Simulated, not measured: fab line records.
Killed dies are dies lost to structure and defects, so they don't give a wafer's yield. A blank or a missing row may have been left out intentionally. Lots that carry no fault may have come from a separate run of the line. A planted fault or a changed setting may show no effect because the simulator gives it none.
Which tool is to blame? :: flow n5-finfet :: Sampling: 24 lots, 72 wafers, 4 of 1938 route steps

## WHAT EACH GAUGE READ, for each wafer
N5_BEOL_M10_RS_MEAS_57: the measuring method here is four-point-probe.
lot: L074
measured: day 11 10:07
on: film-metro-01
M10_RS (ohm/sq): 0.147 0.150 0.145

lot: L075
measured: day 11 10:30
on: film-metro-01
M10_RS (ohm/sq): 0.157 0.153 0.154

lot: L078
measured: day 13 09:55
on: film-metro-02
M10_RS (ohm/sq): 0.151 0.156 0.159

lot: L077
measured: day 13 12:37
on: film-metro-01
M10_RS (ohm/sq): 0.152 0.153 0.149

lot: L080
measured: day 14 08:05
on: film-metro-01
M10_RS (ohm/sq): 0.157 0.152 0.153

lot: L079
measured: day 14 10:25
on: film-metro-01
M10_RS (ohm/sq): 0.155 0.156 0.151

lot: L081
measured: day 14 15:51
on: film-metro-02
M10_RS (ohm/sq): 0.149 0.145 0.150

lot: L082
measured: day 15 00:14
on: film-metro-02
M10_RS (ohm/sq): 0.147 0.152 0.152

lot: L083
measured: day 15 09:04
on: film-metro-01
M10_RS (ohm/sq): 0.154 0.154 0.156

lot: L085
measured: day 15 22:51
on: film-metro-01
M10_RS (ohm/sq): 0.148 0.148 0.155

lot: L084
measured: day 15 23:35
on: film-metro-01
M10_RS (ohm/sq): 0.151 0.156 0.148

lot: L087
measured: day 16 00:19
on: film-metro-02
M10_RS (ohm/sq): 0.154 0.148 0.155

lot: L086
measured: day 16 01:04
on: film-metro-01
M10_RS (ohm/sq): 0.150 0.156 0.157

lot: L089
measured: day 16 07:29
on: film-metro-02
M10_RS (ohm/sq): 0.161 0.155 0.151

lot: L076
measured: day 16 08:02
on: film-metro-01
M10_RS (ohm/sq): 0.147 0.151 0.152

lot: L090
measured: day 16 17:30
on: film-metro-02
M10_RS (ohm/sq): 0.161 0.151 0.158

lot: L091
measured: day 17 07:17
on: film-metro-01
M10_RS (ohm/sq): 0.150 0.152 0.154

lot: L088
measured: day 17 10:05
on: film-metro-01
M10_RS (ohm/sq): 0.143 0.148 0.153

lot: L092
measured: day 17 10:11
on: film-metro-01
M10_RS (ohm/sq): 0.152 0.150 0.143

lot: L095
measured: day 17 18:26
on: film-metro-01
M10_RS (ohm/sq): 0.143 0.144 0.147

lot: L094
measured: day 17 20:29
on: film-metro-02
M10_RS (ohm/sq): 0.148 0.142 0.150

lot: L093
measured: day 17 20:53
on: film-metro-01
M10_RS (ohm/sq): 0.152 0.152 0.148

lot: L096
measured: day 17 22:14
on: film-metro-02
M10_RS (ohm/sq): 0.151 0.153 0.151

lot: L097
measured: day 18 01:47
on: film-metro-02
M10_RS (ohm/sq): 0.146 0.153 0.147

N5_BEOL_M11_INSPECT_30: inspects for defects (brightfield).
lot: L074
measured: day 11 13:51
on: defect-inspect-01
raw-defect-count: 310 322 299

lot: L075
measured: day 11 14:01
on: defect-inspect-02
raw-defect-count: 409 528 498

lot: L078
measured: day 13 13:23
on: defect-inspect-01
raw-defect-count: 398 297 439

lot: L077
measured: day 13 17:28
on: defect-inspect-02
raw-defect-count: 607 517 738

lot: L080
measured: day 14 13:06
on: defect-inspect-02
raw-defect-count: 522 565 426

lot: L079
measured: day 14 13:16
on: defect-inspect-02
raw-defect-count: 333 337 306

lot: L081
measured: day 14 20:31
on: defect-inspect-02
raw-defect-count: 650 359 355

lot: L082
measured: day 15 06:27
on: defect-inspect-01
raw-defect-count: 358 358 370

lot: L083
measured: day 15 17:07
on: defect-inspect-02
raw-defect-count: 372 372 395

lot: L085
measured: day 16 01:14
on: defect-inspect-02
raw-defect-count: 492 443 323

lot: L084
measured: day 16 04:28
on: defect-inspect-02
raw-defect-count: 601 405 452

lot: L087
measured: day 16 04:48
on: defect-inspect-02
raw-defect-count: 527 512 541

lot: L086
measured: day 16 05:53
on: defect-inspect-02
raw-defect-count: 405 338 288

lot: L089
measured: day 16 13:54
on: defect-inspect-02
raw-defect-count: 478 388 429

lot: L076
measured: day 16 14:05
on: defect-inspect-02
raw-defect-count: 651 752 430

lot: L090
measured: day 16 23:35
on: defect-inspect-02
raw-defect-count: 556 584 480

lot: L091
measured: day 17 15:36
on: defect-inspect-02
raw-defect-count: 540 337 349

lot: L088
measured: day 17 17:38
on: defect-inspect-02
raw-defect-count: 497 501 585

lot: L092
measured: day 17 19:37
on: defect-inspect-02
raw-defect-count: 332 462 579

lot: L095
measured: day 17 22:25
on: defect-inspect-02
raw-defect-count: 540 726 563

lot: L094
measured: day 18 02:32
on: defect-inspect-02
raw-defect-count: 280 360 394

lot: L093
measured: day 18 02:12
on: defect-inspect-02
raw-defect-count: 315 357 291

lot: L096
measured: day 18 02:22
on: defect-inspect-02
raw-defect-count: 500 424 459

lot: L097
measured: day 18 05:26
on: defect-inspect-02
raw-defect-count: 572 433 469

## EACH LOT AND THE TOOL THAT RAN IT (in order: tool; ch and the chambers of the sampled wafers; start)
lot: L074
N5_BEOL_M11_ILD_DEP_00: pecvd-01 ch 0,1,2, day 11 10:11
N5_BEOL_M11_CURE_71: uv-cure-03 ch 1, day 11 10:15

lot: L075
N5_BEOL_M11_ILD_DEP_00: pecvd-01 ch 0,2, day 11 10:34
N5_BEOL_M11_CURE_71: uv-cure-02 ch 0, day 11 10:38

lot: L078
N5_BEOL_M11_ILD_DEP_00: pecvd-01 ch 1,2, day 13 09:59
N5_BEOL_M11_CURE_71: uv-cure-02 ch 0, day 13 10:09

lot: L077
N5_BEOL_M11_ILD_DEP_00: pecvd-04 ch 0,1,2, day 13 12:43
N5_BEOL_M11_CURE_71: uv-cure-02 ch 1, day 13 13:14

lot: L080
N5_BEOL_M11_ILD_DEP_00: pecvd-02 ch 0,2, day 14 08:08
N5_BEOL_M11_CURE_71: uv-cure-02 ch 0, day 14 08:19

lot: L079
N5_BEOL_M11_ILD_DEP_00: pecvd-02 ch 0,1,2, day 14 10:29
N5_BEOL_M11_CURE_71: uv-cure-02 ch 0, day 14 10:34

lot: L081
N5_BEOL_M11_ILD_DEP_00: pecvd-01 ch 0,1, day 14 15:55
N5_BEOL_M11_CURE_71: uv-cure-03 ch 0, day 14 15:59

lot: L082
N5_BEOL_M11_ILD_DEP_00: pecvd-04 ch 0,1, day 15 00:17
N5_BEOL_M11_CURE_71: uv-cure-01 ch 1, day 15 00:24

lot: L083
N5_BEOL_M11_ILD_DEP_00: pecvd-04 ch 0,1, day 15 09:07
N5_BEOL_M11_CURE_71: uv-cure-03 ch 0, day 15 09:19

lot: L085
N5_BEOL_M11_ILD_DEP_00: pecvd-02 ch 0,1, day 15 22:55
N5_BEOL_M11_CURE_71: uv-cure-01 ch 1, day 15 23:00

lot: L084
N5_BEOL_M11_ILD_DEP_00: pecvd-02 ch 0,2, day 15 23:38
N5_BEOL_M11_CURE_71: uv-cure-02 ch 0, day 15 23:50

lot: L087
N5_BEOL_M11_ILD_DEP_00: pecvd-02 ch 1,2, day 16 00:23
N5_BEOL_M11_CURE_71: uv-cure-02 ch 0, day 16 00:28

lot: L086
N5_BEOL_M11_ILD_DEP_00: pecvd-02 ch 1,2, day 16 01:07
N5_BEOL_M11_CURE_71: uv-cure-01 ch 2, day 16 01:17

lot: L089
N5_BEOL_M11_ILD_DEP_00: pecvd-01 ch 0,2, day 16 07:34
N5_BEOL_M11_CURE_71: uv-cure-01 ch 0, day 16 07:43

lot: L076
N5_BEOL_M11_ILD_DEP_00: pecvd-01 ch 0,2, day 16 08:06
N5_BEOL_M11_CURE_71: uv-cure-01 ch 2, day 16 08:20

lot: L090
N5_BEOL_M11_ILD_DEP_00: pecvd-04 ch 0,2, day 16 17:34
N5_BEOL_M11_CURE_71: uv-cure-02 ch 0, day 16 17:44

lot: L091
N5_BEOL_M11_ILD_DEP_00: pecvd-04 ch 0,1, day 17 07:22
N5_BEOL_M11_CURE_71: uv-cure-01 ch 2, day 17 07:43

lot: L088
N5_BEOL_M11_ILD_DEP_00: pecvd-01 ch 0,1,2, day 17 10:08
N5_BEOL_M11_CURE_71: uv-cure-01 ch 1, day 17 10:18

lot: L092
N5_BEOL_M11_ILD_DEP_00: pecvd-02 ch 0,2, day 17 10:15
N5_BEOL_M11_CURE_71: uv-cure-02 ch 1, day 17 10:22

lot: L095
N5_BEOL_M11_ILD_DEP_00: pecvd-01 ch 0,1, day 17 18:30
N5_BEOL_M11_CURE_71: uv-cure-03 ch 1, day 17 18:40

lot: L094
N5_BEOL_M11_ILD_DEP_00: pecvd-01 ch 1,2, day 17 20:34
N5_BEOL_M11_CURE_71: uv-cure-01 ch 1, day 17 20:39

lot: L093
N5_BEOL_M11_ILD_DEP_00: pecvd-01 ch 0,2, day 17 20:57
N5_BEOL_M11_CURE_71: uv-cure-03 ch 1, day 17 21:07

lot: L096
N5_BEOL_M11_ILD_DEP_00: pecvd-04 ch 0,1,2, day 17 22:17
N5_BEOL_M11_CURE_71: uv-cure-02 ch 0, day 17 22:27

lot: L097
N5_BEOL_M11_ILD_DEP_00: pecvd-04 ch 1,2, day 18 01:51
N5_BEOL_M11_CURE_71: uv-cure-02 ch 2, day 18 01:56
- N5_BEOL_M11_ILD_DEP_00: deposits SiCOH lowk from DEMS/porogen, target thk 308.51 nm, time 58 s.
- N5_BEOL_M11_CURE_71: cures SiCOH lowk, time 240 s.

## AS READ BY THE TOOLS THEMSELVES (means over the sampled wafers that have a number; for cases with no such wafer, the mark the record gives instead)
N5_BEOL_M11_ILD_DEP_00.
lot: L074
tool: pecvd-01
heater-power-w (W): 306
showerhead-plenum-p-Torr (Torr): 5.727
showerhead-vpp-V (V): 1353
throttle-valve-pct (%): 13.2

lot: L075
tool: pecvd-01
heater-power-w (W): 306
showerhead-plenum-p-Torr (Torr): 5.722
showerhead-vpp-V (V): 1408
throttle-valve-pct (%): 13.7

lot: L078
tool: pecvd-01
heater-power-w (W): 335
showerhead-plenum-p-Torr (Torr): 5.740
showerhead-vpp-V (V): 1348
throttle-valve-pct (%): 13.2

lot: L077
tool: pecvd-04
heater-power-w (W): 331
showerhead-plenum-p-Torr (Torr): 5.740
showerhead-vpp-V (V): 1414
throttle-valve-pct (%): 14.4

lot: L080
tool: pecvd-02
heater-power-w (W): 293
showerhead-plenum-p-Torr (Torr): 5.718
showerhead-vpp-V (V): 1336
throttle-valve-pct (%): 13.8

lot: L079
tool: pecvd-02
heater-power-w (W): 304
showerhead-plenum-p-Torr (Torr): 5.738
showerhead-vpp-V (V): 1318
throttle-valve-pct (%): 14.1

lot: L081
tool: pecvd-01
heater-power-w (W): 338
showerhead-plenum-p-Torr (Torr): 5.738
showerhead-vpp-V (V): 1350
throttle-valve-pct (%): 13.2

lot: L082
tool: pecvd-04
heater-power-w (W): 405
showerhead-plenum-p-Torr (Torr): 5.747
showerhead-vpp-V (V): 1408
throttle-valve-pct (%): 15.1

lot: L083
tool: pecvd-04
heater-power-w (W): 405
showerhead-plenum-p-Torr (Torr): 5.748
showerhead-vpp-V (V): 1401
throttle-valve-pct (%): 15.1

lot: L085
tool: pecvd-02
heater-power-w (W): 318
showerhead-plenum-p-Torr (Torr): 5.726
showerhead-vpp-V (V): 1297
throttle-valve-pct (%): 14.2

lot: L084
tool: pecvd-02
heater-power-w (W): 315
showerhead-plenum-p-Torr (Torr): 5.732
showerhead-vpp-V (V): 1337
throttle-valve-pct (%): 13.6

lot: L087
tool: pecvd-02
heater-power-w (W): 328
showerhead-plenum-p-Torr (Torr): 5.753
showerhead-vpp-V (V): 1298
throttle-valve-pct (%): 14.3

lot: L086
tool: pecvd-02
heater-power-w (W): 324
showerhead-plenum-p-Torr (Torr): 5.768
showerhead-vpp-V (V): 1286
throttle-valve-pct (%): 14.3

lot: L089
tool: pecvd-01
heater-power-w (W): 312
showerhead-plenum-p-Torr (Torr): 5.731
showerhead-vpp-V (V): 1395
throttle-valve-pct (%): 13.8

lot: L076
tool: pecvd-01
heater-power-w (W): 291
showerhead-plenum-p-Torr (Torr): 5.735
showerhead-vpp-V (V): 1389
throttle-valve-pct (%): 13.8

lot: L090
tool: pecvd-04
heater-power-w (W): 358
showerhead-plenum-p-Torr (Torr): 5.745
showerhead-vpp-V (V): 1477
throttle-valve-pct (%): 13.8

lot: L091
tool: pecvd-04
heater-power-w (W): 416
showerhead-plenum-p-Torr (Torr): 5.749
showerhead-vpp-V (V): 1419
throttle-valve-pct (%): 15.0

lot: L088
tool: pecvd-01
heater-power-w (W): 318
showerhead-plenum-p-Torr (Torr): 5.731
showerhead-vpp-V (V): 1360
throttle-valve-pct (%): 13.2

lot: L092
tool: pecvd-02
heater-power-w (W): 316
showerhead-plenum-p-Torr (Torr): 5.740
showerhead-vpp-V (V): 1337
throttle-valve-pct (%): 13.8

lot: L095
tool: pecvd-01
heater-power-w (W): 317
showerhead-plenum-p-Torr (Torr): 5.735
showerhead-vpp-V (V): 1377
throttle-valve-pct (%): 13.4

lot: L094
tool: pecvd-01
heater-power-w (W): 323
showerhead-plenum-p-Torr (Torr): 5.736
showerhead-vpp-V (V): 1323
throttle-valve-pct (%): 13.0

lot: L093
tool: pecvd-01
heater-power-w (W): 320
showerhead-plenum-p-Torr (Torr): 5.733
showerhead-vpp-V (V): 1381
throttle-valve-pct (%): 13.7

lot: L096
tool: pecvd-04
heater-power-w (W): 394
showerhead-plenum-p-Torr (Torr): 5.751
showerhead-vpp-V (V): 1403
throttle-valve-pct (%): 14.3

lot: L097
tool: pecvd-04
heater-power-w (W): 375
showerhead-plenum-p-Torr (Torr): 5.755
showerhead-vpp-V (V): 1351
throttle-valve-pct (%): 15.1

N5_BEOL_M11_CURE_71.
lot: L074
tool: uv-cure-03
lamp-power-pct (%): 52.37
wafer_temp_C_max: 386.9

lot: L075
tool: uv-cure-02
lamp-power-pct (%): 52.31
wafer_temp_C_max: 386.3

lot: L078
tool: uv-cure-02
lamp-power-pct (%): 52.36
wafer_temp_C_max: 386.5

lot: L077
tool: uv-cure-02
lamp-power-pct (%): 52.32
wafer_temp_C_max: 386.7

lot: L080
tool: uv-cure-02
lamp-power-pct (%): 52.31
wafer_temp_C_max: 386.6

lot: L079
tool: uv-cure-02
lamp-power-pct (%): 52.32
wafer_temp_C_max: 386.4

lot: L081
tool: uv-cure-03
lamp-power-pct (%): 52.29
wafer_temp_C_max: 387.3

lot: L082
tool: uv-cure-01
lamp-power-pct (%): 52.29
wafer_temp_C_max: 386.3

lot: L083
tool: uv-cure-03
lamp-power-pct (%): 52.34
wafer_temp_C_max: 387.5

lot: L085
tool: uv-cure-01
lamp-power-pct (%): 52.40
wafer_temp_C_max: 386.2

lot: L084
tool: uv-cure-02
lamp-power-pct (%): 52.31
wafer_temp_C_max: 386.5

lot: L087
tool: uv-cure-02
lamp-power-pct (%): 52.32
wafer_temp_C_max: 386.8

lot: L086
tool: uv-cure-01
lamp-power-pct (%): 52.31
wafer_temp_C_max: 386.4

lot: L089
tool: uv-cure-01
lamp-power-pct (%): 52.33
wafer_temp_C_max: 387.4

lot: L076
tool: uv-cure-01
lamp-power-pct (%): 52.28
wafer_temp_C_max: 386.4

lot: L090
tool: uv-cure-02
lamp-power-pct (%): 52.32
wafer_temp_C_max: 386.4

lot: L091
tool: uv-cure-01
lamp-power-pct (%): 52.25
wafer_temp_C_max: 386.7

lot: L088
tool: uv-cure-01
lamp-power-pct (%): 52.28
wafer_temp_C_max: 386.1

lot: L092
tool: uv-cure-02
lamp-power-pct (%): 52.32
wafer_temp_C_max: 386.7

lot: L095
tool: uv-cure-03
lamp-power-pct (%): 52.35
wafer_temp_C_max: 387.1

lot: L094
tool: uv-cure-01
lamp-power-pct (%): 52.32
wafer_temp_C_max: 386.0

lot: L093
tool: uv-cure-03
lamp-power-pct (%): 52.33
wafer_temp_C_max: 387.0

lot: L096
tool: uv-cure-02
lamp-power-pct (%): 52.27
wafer_temp_C_max: 386.4

lot: L097
tool: uv-cure-02
lamp-power-pct (%): 52.33
wafer_temp_C_max: 387.0

## THE ANSWER, worked out from the rows above alone
Rule: the lots themselves supply what counts as usual. The widest of any qualifying gaps counts: lots, ordered by their means at a reading, are off when they make up no more than a third of the lots, leave a main group of 4 or more, and stand apart from it by 3 or more times the standard deviation of that group's means. The tables above print the reading to a certain number of digits; a main group whose means all agree to those digits is not used. A lot without any number at a reading at which 4 lots or more have one is off too. The other lots that the step has rows for count as sound. First the gauges in route order, then the tools' own readings, where a lot's mean is used as printed above. At the first step where some lot is off, the reading lying furthest off is the one used; lots without a number count as furthest.
No lot is off on any of the readings shown, so nothing can be concluded from this.

## WHAT THE SIMULATOR HAD INSERTED
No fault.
